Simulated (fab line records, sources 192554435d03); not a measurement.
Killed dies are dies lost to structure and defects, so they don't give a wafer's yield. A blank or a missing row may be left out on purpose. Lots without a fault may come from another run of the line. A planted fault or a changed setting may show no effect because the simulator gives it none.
Which tool did it? | flow n5_finfet | 24 lots, 72 wafers sampled, at 5 steps of a route of 1938

WHAT THE GAUGES READ, wafer by wafer
N5_BEOL_M4_CD_MEAS_28: target cd 26.2 nm, target cd y 24.1 nm. Usual: cd_nm 26.19 nm, standard deviation 0.25.
lot  | measured     | on        | cd_nm (nm)        | flag
L074 | day 8 04:23  | cd_sem-02 | 26.06 26.21 26.64 |
L075 | day 8 05:08  | cd_sem-02 | 26.34 26.09 25.65 |
L076 | day 8 05:40  | cd_sem-02 | 26.11 26.29 26.70 |
L077 | day 8 13:32  | cd_sem-01 | 26.00 26.54 26.08 |
L078 | day 8 17:18  | cd_sem-03 | 26.54 26.02 25.83 |
L079 | day 8 17:29  | cd_sem-02 | 26.73 25.75 26.28 |
L080 | day 9 09:59  | cd_sem-02 | 26.09 26.03 26.16 |
L081 | day 9 11:34  | cd_sem-01 | 25.98 26.32 25.70 |
L082 | day 10 04:37 | cd_sem-03 | 26.13 26.30 26.49 |
L083 | day 10 05:32 | cd_sem-02 | 26.34 26.26 26.50 |
L084 | day 10 16:12 | cd_sem-03 | 26.30 26.20 26.20 |
L085 | day 10 16:16 | cd_sem-02 | 26.32 26.10 25.99 |
L087 | day 10 19:02 | cd_sem-01 | 26.20 26.02 25.88 |
L086 | day 10 23:35 | cd_sem-01 | 26.23 26.33 26.07 |
L088 | day 11 04:57 | cd_sem-03 | 25.92 25.96 26.11 |
L089 | day 11 05:02 | cd_sem-01 | 26.25 25.93 26.38 |
L090 | day 11 13:05 | cd_sem-01 | 26.27 25.22 26.04 |
L092 | day 11 23:47 | cd_sem-01 | 26.72 26.23 26.32 |
L091 | day 12 10:33 | cd_sem-01 | 26.46 26.31 26.34 |
L093 | day 12 13:32 | cd_sem-03 | 26.42 26.26 26.64 |
L094 | day 12 21:21 | cd_sem-03 | 26.15 26.06 26.35 |
L095 | day 12 22:34 | cd_sem-02 | 26.29 26.41 25.95 |
L096 | day 13 04:31 | cd_sem-01 | 26.29 26.04 26.20 |
L097 | day 13 12:27 | cd_sem-03 | 26.31 26.50 26.03 |

N5_BEOL_M4_CD_MEAS_35: target cd 18 nm, target cd y 22.4 nm. Usual: cd_nm 18.04 nm, standard deviation 0.29.
lot  | measured     | on        | cd_nm (nm)        | flag
L074 | day 8 11:45  | cd_sem-03 | 17.90 18.34 17.79 |
L075 | day 8 11:42  | cd_sem-02 | 18.45 18.29 17.86 |
L076 | day 8 15:01  | cd_sem-02 | 17.94 18.62 17.97 |
L077 | day 8 16:04  | cd_sem-01 | 17.93 17.98 18.12 |
L078 | day 8 19:11  | cd_sem-02 | 17.90 18.38 17.49 |
L079 | day 8 19:17  | cd_sem-02 | 18.04 18.12 17.94 |
L080 | day 9 14:11  | cd_sem-02 | 18.53 18.18 18.17 |
L081 | day 9 15:35  | cd_sem-02 | 18.36 17.89 18.27 |
L082 | day 10 07:08 | cd_sem-01 | 17.90 18.44 18.38 |
L083 | day 10 11:58 | cd_sem-02 | 17.90 17.61 17.93 |
L084 | day 10 17:52 | cd_sem-01 | 17.81 18.11 18.13 |
L085 | day 10 18:17 | cd_sem-01 | 17.72 19.03 18.18 |
L087 | day 11 03:43 | cd_sem-03 | 18.06 18.14 18.20 |
L086 | day 11 12:07 | cd_sem-03 | 17.68 17.63 17.85 |
L088 | day 11 07:05 | cd_sem-03 | 17.79 17.84 17.75 |
L089 | day 11 11:48 | cd_sem-01 | 17.92 18.16 18.43 |
L090 | day 11 18:34 | cd_sem-01 | 18.25 18.01 18.31 |
L092 | day 12 04:39 | cd_sem-03 | 18.24 17.71 17.96 |
L091 | day 12 12:17 | cd_sem-01 | 17.84 17.91 18.08 |
L093 | day 12 16:04 | cd_sem-03 | 17.59 17.84 17.78 |
L094 | day 13 01:50 | cd_sem-02 | 18.35 18.32 18.49 |
L095 | day 13 02:16 | cd_sem-02 | 17.71 18.45 18.00 |
L096 | day 13 10:35 | cd_sem-01 | 18.17 17.68 18.41 |
L097 | day 13 14:28 | cd_sem-03 | 17.83 18.11 18.18 |

N5_BEOL_M5_THK_MEAS_01. Usual: M5_ILD_THK 120.9 nm, standard deviation 1.5.
lot  | measured     | on            | M5_ILD_THK (nm)   | flag
L074 | day 8 18:41  | film_metro-01 | 119.2 121.2 120.7 |
L075 | day 8 17:05  | film_metro-02 | 120.9 120.3 120.8 |
L076 | day 8 20:11  | film_metro-02 | 120.9 122.4 122.8 |
L077 | day 8 23:08  | film_metro-01 | 118.3 117.9 119.7 |
L078 | day 9 01:11  | film_metro-01 | 122.3 123.6 123.8 |
L079 | day 9 01:33  | film_metro-01 | 120.2 118.7 122.2 |
L080 | day 9 19:21  | film_metro-02 | 122.7 120.5 122.5 |
L081 | day 9 22:41  | film_metro-01 | 119.8 120.0 122.1 |
L082 | day 10 12:25 | film_metro-02 | 119.0 121.7 121.5 |
L083 | day 10 17:46 | film_metro-01 | 120.2 120.8 122.3 |
L084 | day 10 23:38 | film_metro-02 | 119.0 122.4 122.2 |
L085 | day 11 01:33 | film_metro-01 | 117.2 120.8 121.4 |
L087 | day 11 09:09 | film_metro-01 | 121.0 120.8 122.4 |
L086 | day 11 18:19 | film_metro-02 | 120.6 121.7 121.4 |
L088 | day 11 14:38 | film_metro-01 | 124.1 120.4 121.4 |
L089 | day 11 17:16 | film_metro-01 | 120.8 119.3 121.8 |
L090 | day 12 00:19 | film_metro-01 | 121.1 118.4 122.2 |
L092 | day 12 12:21 | film_metro-02 | 120.6 120.7 121.9 |
L091 | day 12 17:31 | film_metro-01 | 118.3 120.1 119.1 |
L093 | day 12 22:30 | film_metro-01 | 117.8 118.8 121.0 |
L094 | day 13 07:11 | film_metro-02 | 119.0 118.1 120.7 |
L095 | day 13 07:38 | film_metro-01 | 120.1 121.5 121.8 |
L096 | day 13 16:10 | film_metro-01 | 121.5 121.9 122.4 |
L097 | day 13 22:11 | film_metro-02 | 122.1 123.6 122.3 |

WHICH TOOL RAN EACH LOT (tool, then ch and the chambers of the sampled wafers, then the start)
lot  | N5_BEOL_M4_ETCH_64                 | N5_BEOL_M4_SPUTTER_48
L074 | rie_diel-05 ch 2,3, day 8 03:31    | pvd_sputter-01, day 8 14:11
L075 | rie_diel-01 ch 1,2,3, day 8 04:24  | pvd_sputter-02, day 8 12:40
L076 | rie_diel-05 ch 0,1,3, day 8 04:52  | pvd_sputter-02, day 8 15:47
L077 | rie_diel-05 ch 1,2,3, day 8 12:51  | pvd_sputter-03, day 8 18:16
L078 | rie_diel-05 ch 1,2, day 8 16:29    | pvd_sputter-03, day 8 20:19
L079 | rie_diel-03 ch 0,1,2, day 8 16:41  | pvd_sputter-02, day 8 20:28
L080 | rie_diel-03 ch 0,1, day 9 09:04    | pvd_sputter-01, day 9 14:57
L081 | rie_diel-01 ch 0,1, day 9 10:46    | pvd_sputter-02, day 9 17:45
L082 | rie_diel-01 ch 0,2,3, day 10 03:49 | pvd_sputter-02, day 10 07:59
L083 | rie_diel-05 ch 0,2,3, day 10 04:44 | pvd_sputter-03, day 10 12:43
L084 | rie_diel-01 ch 0,1,3, day 10 15:18 | pvd_sputter-03, day 10 19:14
L085 | rie_diel-01 ch 0,1, day 10 15:32   | pvd_sputter-03, day 10 21:10
L087 | rie_diel-01 ch 2,3, day 10 18:22   | pvd_sputter-03, day 11 04:42
L086 | rie_diel-03 ch 0,2, day 10 22:46   | pvd_sputter-02, day 11 13:16
L088 | rie_diel-05 ch 1,2,3, day 11 04:16 | pvd_sputter-01, day 11 10:04
L089 | rie_diel-03 ch 0,2,3, day 11 04:21 | pvd_sputter-03, day 11 12:50
L090 | rie_diel-03 ch 0,3, day 11 12:13   | pvd_sputter-01, day 11 19:53
L092 | rie_diel-01 ch 0,3, day 11 22:55   | pvd_sputter-02, day 12 07:26
L091 | rie_diel-01 ch 0,1,3, day 12 09:41 | pvd_sputter-01, day 12 13:07
L093 | rie_diel-03 ch 0,2,3, day 12 12:52 | pvd_sputter-03, day 12 18:06
L094 | rie_diel-01 ch 0,2, day 12 20:40   | pvd_sputter-03, day 13 02:47
L095 | rie_diel-03 ch 2,3, day 12 21:44   | pvd_sputter-01, day 13 03:12
L096 | rie_diel-03 ch 0,1, day 13 03:42   | pvd_sputter-02, day 13 11:46
L097 | rie_diel-03 ch 0,1, day 13 11:39   | pvd_sputter-03, day 13 16:17
- N5_BEOL_M4_ETCH_64: etches SOC in N2/H2, target depth 75 nm, overetch 22.5 nm, time 121.9 s.
- N5_BEOL_M4_SPUTTER_48: material Cu, target thk 4.5 nm, time 8.29 s.

WHAT THE TOOLS THEMSELVES READ (means of the sampled wafers that have a number; where no wafer has one, the mark that the record gives instead)
N5_BEOL_M4_ETCH_64. Usual: bias_w 149.9 W, standard deviation 0.46; drypump_motor_current_A 5.8 A, standard deviation 0.48; oes_product_au 0.59 a.u., standard deviation 0.055; rf_vpp_V 524.1 V, standard deviation 2.8; showerhead_plenum_p_Torr 2.56 Torr, standard deviation 0.096; throttle_valve_pct 17.70 %, standard deviation 0.28.
lot  | tool        | bias_w (W) | drypump_motor_current_A (A) | oes_product_au (a.u.) | rf_vpp_V (V) | showerhead_plenum_p_Torr (Torr) | throttle_valve_pct (%) | flag
L074 | rie_diel-05 | 150.3      | 5.7                         | 0.55                  | 524.0        | 2.54                            | 17.98                  |
L075 | rie_diel-01 | 150.3      | 5.5                         | 0.60                  | 525.2        | 2.60                            | 17.61                  |
L076 | rie_diel-05 | 149.2      | 5.6                         | 0.55                  | 524.1        | 2.55                            | 17.97                  |
L077 | rie_diel-05 | 149.7      | 5.9                         | 0.54                  | 521.6        | 2.52                            | 18.00                  |
L078 | rie_diel-05 | 150.0      | 6.3                         | 0.54                  | 522.9        | 2.52                            | 17.99                  |
L079 | rie_diel-03 | 150.0      | 6.2                         | 0.61                  | 525.1        | 2.59                            | 17.70                  |
L080 | rie_diel-03 | 150.2      | 6.1                         | 0.65                  | 524.3        | 2.54                            | 17.49                  |
L081 | rie_diel-01 | 149.7      | 5.9                         | 0.61                  | 521.4        | 2.48                            | 17.51                  |
L082 | rie_diel-01 | 150.3      | 5.3                         | 0.65                  | 526.4        | 2.66                            | 17.49                  |
L083 | rie_diel-05 | 149.8      | 5.6                         | 0.53                  | 523.5        | 2.55                            | 18.00                  |
L084 | rie_diel-01 | 150.1      | 5.6                         | 0.61                  | 524.1        | 2.57                            | 17.51                  |
L085 | rie_diel-01 | 150.4      | 5.7                         | 0.65                  | 523.0        | 2.54                            | 17.36                  |
L087 | rie_diel-01 | 150.1      | 5.3                         | 0.60                  | 527.7        | 2.68                            | 17.62                  |
L086 | rie_diel-03 | 150.2      | 6.4                         | 0.61                  | 523.1        | 2.52                            | 17.82                  |
L088 | rie_diel-05 | 149.5      | 5.9                         | 0.60                  | 522.9        | 2.52                            | 17.90                  |
L089 | rie_diel-03 | 150.0      | 6.4                         | 0.59                  | 522.3        | 2.51                            | 17.84                  |
L090 | rie_diel-03 | 149.6      | 6.3                         | 0.63                  | 520.8        | 2.46                            | 17.62                  |
L092 | rie_diel-01 | 149.9      | 5.4                         | 0.66                  | 527.0        | 2.63                            | 17.38                  |
L091 | rie_diel-01 | 149.9      | 5.6                         | 0.60                  | 524.2        | 2.56                            | 17.55                  |
L093 | rie_diel-03 | 150.1      | 6.4                         | 0.59                  | 522.6        | 2.50                            | 17.85                  |
L094 | rie_diel-01 | 150.6      | 5.4                         | 0.62                  | 527.3        | 2.64                            | 17.50                  |
L095 | rie_diel-03 | 149.5      | 6.5                         | 0.54                  | 523.4        | 2.55                            | 18.08                  |
L096 | rie_diel-03 | 149.7      | 5.9                         | 0.60                  | 525.5        | 2.59                            | 17.47                  |
L097 | rie_diel-03 | 150.3      | 5.9                         | 0.60                  | 525.2        | 2.58                            | 17.47                  |

N5_BEOL_M4_SPUTTER_48. Usual: substrate_temp_c -20.03 C, standard deviation 0.11; throttle_valve_pct 30.5 %, standard deviation 0.78.
lot  | tool           | substrate_temp_c (C) | throttle_valve_pct (%) | flag
L074 | pvd_sputter-01 | -20.02               | 29.6                   |
L075 | pvd_sputter-02 | -19.95               | 30.1                   |
L076 | pvd_sputter-02 | -19.97               | 30.1                   |
L077 | pvd_sputter-03 | -20.06               | 31.6                   |
L078 | pvd_sputter-03 | -20.01               | 30.9                   |
L079 | pvd_sputter-02 | -20.11               | 29.7                   |
L080 | pvd_sputter-01 | -19.92               | 30.5                   |
L081 | pvd_sputter-02 | -20.12               | 29.8                   |
L082 | pvd_sputter-02 | -20.00               | 30.1                   |
L083 | pvd_sputter-03 | -20.12               | 31.5                   |
L084 | pvd_sputter-03 | -20.03               | 31.0                   |
L085 | pvd_sputter-03 | -20.08               | 31.1                   |
L087 | pvd_sputter-03 | -20.10               | 31.2                   |
L086 | pvd_sputter-02 | -19.96               | 30.8                   |
L088 | pvd_sputter-01 | -19.99               | 29.6                   |
L089 | pvd_sputter-03 | -19.97               | 31.1                   |
L090 | pvd_sputter-01 | -19.91               | 30.2                   |
L092 | pvd_sputter-02 | -19.96               | 29.5                   |
L091 | pvd_sputter-01 | -20.07               | 29.9                   |
L093 | pvd_sputter-03 | -20.08               | 31.4                   |
L094 | pvd_sputter-03 | -20.06               | 31.1                   |
L095 | pvd_sputter-01 | -20.01               | 30.1                   |
L096 | pvd_sputter-02 | -20.13               | 30.4                   |
L097 | pvd_sputter-03 | -20.05               | 31.0                   |

THE ANSWER, worked out from the rows above alone
Rule: a lot is off if the mean of its wafers that have a number lies more than 3 standard deviations from the usual mean. A lot without any number at a reading at which 4 lots or more have one is off too. The other lots that the step has rows for count as sound. The gauges are gone through in route order, then the tools' own readings, and for those a lot's mean is taken as printed above. The first step at which some lot is off is used, and at that step the reading that is off furthest; a lot without a number counts as furthest.
No lot is off at any reading shown: from this, nothing can be told.

WHAT THE SIMULATOR HAD PUT IN
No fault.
